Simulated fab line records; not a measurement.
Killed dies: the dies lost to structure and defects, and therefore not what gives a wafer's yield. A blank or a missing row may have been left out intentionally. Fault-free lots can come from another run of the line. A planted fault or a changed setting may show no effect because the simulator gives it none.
3 desks looking at one fault / flow n5-finfet / only its own numbers are on each desk; what lay behind them is given at the end

THE DEFECT DESK
What the inspections along the route counted, lot by lot: means of the sampled wafers that have a number. Marked OUT: a lot whose mean sits more than 4 standard deviations from the usual mean, which makes it out of limits; the brackets give that distance.
Columns: A = raw-defect-count at N5_SPACER0_INSPECT_04, usual 131
lot=L967; first seen here=day 3 02:43; A=138
lot=L968; first seen here=day 3 11:27; A=133
lot=L976; first seen here=day 5 07:15; A=141
lot=L982; first seen here=day 6 18:35; A=130
lot=L983; first seen here=day 6 23:34; A=141
lot=L984; first seen here=day 7 05:27; A=142
lot=L986; first seen here=day 7 18:27; A=178
lot=L987; first seen here=day 8 00:55; A=128
lot=L988; first seen here=day 8 07:40; A=154
lot=L990; first seen here=day 8 19:37; A=112
This desk's verdict: no lot among the 10 shows anything out of limits.

AT THE METROLOGY DESK
Means of the sampled wafers that have a number, per lot and without regard to the tool the lot ran on: this is what the gauges read. Marked OUT: a lot whose mean sits more than 4 standard deviations from the usual mean, which makes it out of limits; the brackets give that distance. Shown here are 7 of its 20 readings, the ones lying furthest out on some lot.
Columns: A = IOFF_N at N5_BEOL_M4_RC_MEAS_101, usual 0.156 nA/um; B = IOFF_N_85C at N5_BEOL_M4_RC_MEAS_101, usual 3.1 nA/um; C = IOFF_N_LIN at N5_BEOL_M4_RC_MEAS_101, usual 0.073 nA/um; D = IOFF_N_LONG at N5_BEOL_M4_RC_MEAS_101, usual 5.6e-05 nA/um; E = IOFF_P at N5_BEOL_M4_RC_MEAS_101, usual 0.21 nA/um; F = IOFF_P_LIN at N5_BEOL_M4_RC_MEAS_101, usual 0.098 nA/um; G = VT_N_LVT at N5_BEOL_M4_RC_MEAS_101, usual 98.4 mV
lot=L967; first seen here=day 3 01:24; A=0.129; B=2.6; C=0.062; D=5.6e-05; E=0.17; F=0.087; G=102.3
lot=L968; first seen here=day 3 10:34; A=0.168; B=3.2; C=0.076; D=5.6e-05; E=0.19; F=0.088; G=96.4
lot=L976; first seen here=day 5 06:19; A=0.247; B=4.5; C=0.105; D=6.2e-05; E=0.31; F=0.136; G=90.7
lot=L982; first seen here=day 6 17:38; A=0.144; B=2.9; C=0.068; D=5.4e-05; E=0.23; F=0.112; G=101.6
lot=L983; first seen here=day 6 22:40; A=0.176; B=3.3; C=0.082; D=5.5e-05; E=0.20; F=0.096; G=94.3
lot=L984; first seen here=day 7 03:53; A=0.142; B=2.8; C=0.065; D=5.2e-05; E=0.18; F=0.090; G=101.4
lot=L986; first seen here=day 7 17:34; A=0.148; B=3.0; C=0.070; D=5.5e-05; E=0.20; F=0.095; G=99.4
lot=L987; first seen here=day 7 23:57; A=0.168; B=3.2; C=0.079; D=5.6e-05; E=0.23; F=0.109; G=98.2
lot=L988; first seen here=day 8 06:47; A=0.133; B=2.7; C=0.063; D=5.6e-05; E=0.19; F=0.099; G=100.5
lot=L990; first seen here=day 8 18:01; A=0.196; B=3.8; C=0.086; D=5.6e-05; E=0.27; F=0.125; G=97.7
This desk's verdict: no lot among the 10 shows anything out of limits.

THE TOOL OWNER'S DESK: ald-sin-04
The tool's own readings at N5_SPACER0_ALD_00 (deposits SiOCN, target thk 3.5 nm, pulse time 3 s, purge time 2 s): means of the sampled wafers that have a number, for each lot that ran on this tool. Marked OUT: a lot whose mean sits more than 4 standard deviations from the usual mean, which makes it out of limits; the brackets give that distance.
Columns: A = heater-power-w at N5_SPACER0_ALD_00, usual 856 W; B = precursor-pulse-height-rel at N5_SPACER0_ALD_00, usual 0.997
lot=L976; first seen here=day 5 06:50; A=855; B=1.003
lot=L988; first seen here=day 8 07:15; A=979; B=0.993
This desk's verdict: no lot among the 2 shows anything out of limits.

PUT TOGETHER
The defect desk saw nothing out of limits.
From the metrology desk's view, nothing was out of limits.
The desk of the tool owner found nothing out of limits.

WHAT HAD BEEN PUT IN BY THE SIMULATOR
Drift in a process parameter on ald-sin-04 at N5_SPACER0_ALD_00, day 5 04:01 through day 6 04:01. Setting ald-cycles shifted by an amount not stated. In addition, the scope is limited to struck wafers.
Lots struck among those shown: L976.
